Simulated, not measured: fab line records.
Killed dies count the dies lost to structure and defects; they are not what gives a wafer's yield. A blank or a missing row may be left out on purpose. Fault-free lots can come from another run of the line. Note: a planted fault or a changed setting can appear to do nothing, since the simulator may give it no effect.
One fault through the eyes of 2 desks | flow n5 finfet | each desk has only its own numbers; what lay behind them comes last

== DESK OF THE TOOL OWNER: arfi scanner-02 ==
The tool's own readings at N5_BEOL_M8_EXPOSE_08 (exposes mask M8): means of the sampled wafers that have a number, for each lot that ran on this tool. The brackets show how far a lot's mean lies from the usual mean; more than 4 standard deviations puts the lot out of limits, marked OUT.
Columns: A = focus offset nm at N5_BEOL_M8_EXPOSE_08, usual -0.1 nm
lot  | first seen here | A
L795 | day 12 16:34    | 0.4
L796 | day 15 13:25    | -0.3
This desk found nothing out of limits on any of the 2 lots.

== METROLOGY DESK ==
Lot by lot, what the gauges showed, no matter which tool ran the lot: averages of those sampled wafers that carry a number. The brackets show how far a lot's mean lies from the usual mean; more than 4 standard deviations puts the lot out of limits, marked OUT.
Columns: A = cd nm at N5_BEOL_M8_CD_MEAS_11, usual 38.3 nm; B = cd nm at N5_BEOL_M8_CD_MEAS_18, usual 39.8 nm; C = cd nm at N5_BEOL_M8_CD_MEAS_35, usual 39.9 nm
lot  | first seen here | A    | B    | C
L795 | day 12 16:42    | 37.8 | 39.5 | 39.7
L796 | day 15 13:32    | 36.6 | 38.1 | 38.0
L812 | day 15 19:32    | 39.1 | 41.0 | 40.7
This desk found nothing out of limits on any of the 3 lots.

== TAKEN TOGETHER ==
The desk of the tool owner found nothing out of limits.
From the metrology desk's view, nothing was out of limits.

== WHAT THE SIMULATOR HAD INSERTED ==
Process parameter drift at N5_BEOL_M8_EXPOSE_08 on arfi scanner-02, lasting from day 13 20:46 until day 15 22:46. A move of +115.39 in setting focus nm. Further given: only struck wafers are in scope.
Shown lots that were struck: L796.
